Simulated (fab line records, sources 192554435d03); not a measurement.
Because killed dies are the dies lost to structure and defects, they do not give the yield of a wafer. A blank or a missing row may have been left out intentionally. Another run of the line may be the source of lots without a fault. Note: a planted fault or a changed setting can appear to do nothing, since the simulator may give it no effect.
Matching of chambers | flow n5Finfet | N5_BEOL_M8_ETCH_72 on rieDiel-05 has 4 sister chambers
The step etches underlayer in N2/H2, target depth 6.5 nm, time 5.2 s. 8 wafers are shown with their chamber, then 10 later ones without.

## EACH WAFER AND ITS CHAMBER
wafer  | chamber | showerheadPlenumPTorr (Torr) | drypumpMotorCurrentA (A)
L080.5 | 3       | 2.49                         | 5.7
L087.2 | 2       | 2.68                         | 6.5
L087.3 | 0       | 2.46                         | 5.4
L086.2 | 2       | 2.68                         | 6.5
L086.4 | 3       | 2.48                         | 5.6
L086.5 | 1       | 2.48                         | 5.4
L088.1 | 0       | 2.46                         | 5.5
L088.3 | 1       | 2.48                         | 5.4

## WAFERS WITHOUT THEIR CHAMBER
wafer  | showerheadPlenumPTorr (Torr) | drypumpMotorCurrentA (A)
L088.4 | 2.48                         | 5.7
L091.2 | 2.48                         | 5.4
L091.4 | 2.48                         | 5.7
L091.5 | 2.48                         | 5.7
L096.1 | 2.47                         | 5.4
L096.2 | 2.48                         | 5.7
L096.5 | 2.48                         | 5.7
L097.1 | 2.45                         | 5.5
L097.2 | 2.47                         | 5.4
L097.4 | 2.47                         | 5.7

## WHICH CHAMBER EACH WENT THROUGH
wafer  | from the rows above     | in truth
L088.4 | 3                       | 3
L091.2 | 1                       | 1
L091.4 | 3                       | 3
L091.5 | 3                       | 3
L096.1 | can't be placed: 1 or 0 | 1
L096.2 | 3                       | 3
L096.5 | 3                       | 3
L097.1 | 0                       | 0
L097.2 | can't be placed: 1 or 0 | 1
L097.4 | can't be placed: 3 or 0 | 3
7 of 10 placed correctly. Not placeable from these rows: 3 (in 3, the candidates include the true chamber). Wrongly placed: 0.
How it was worked out, from the rows above alone: a wafer's distance from a chamber is the root of the sum, over the readings, of the square of ((its reading less the chamber's mean) divided by the reading's scatter). If the next closest chamber is less than 2 further off than the closest, the wafer can't be placed; otherwise it belongs to the closest. For every chamber, the mean is computed from those of its wafers that are shown. The scatter: the root of (the sum of the squares of (reading less its chamber's mean) over the shown wafers, divided by (wafers less chambers)).
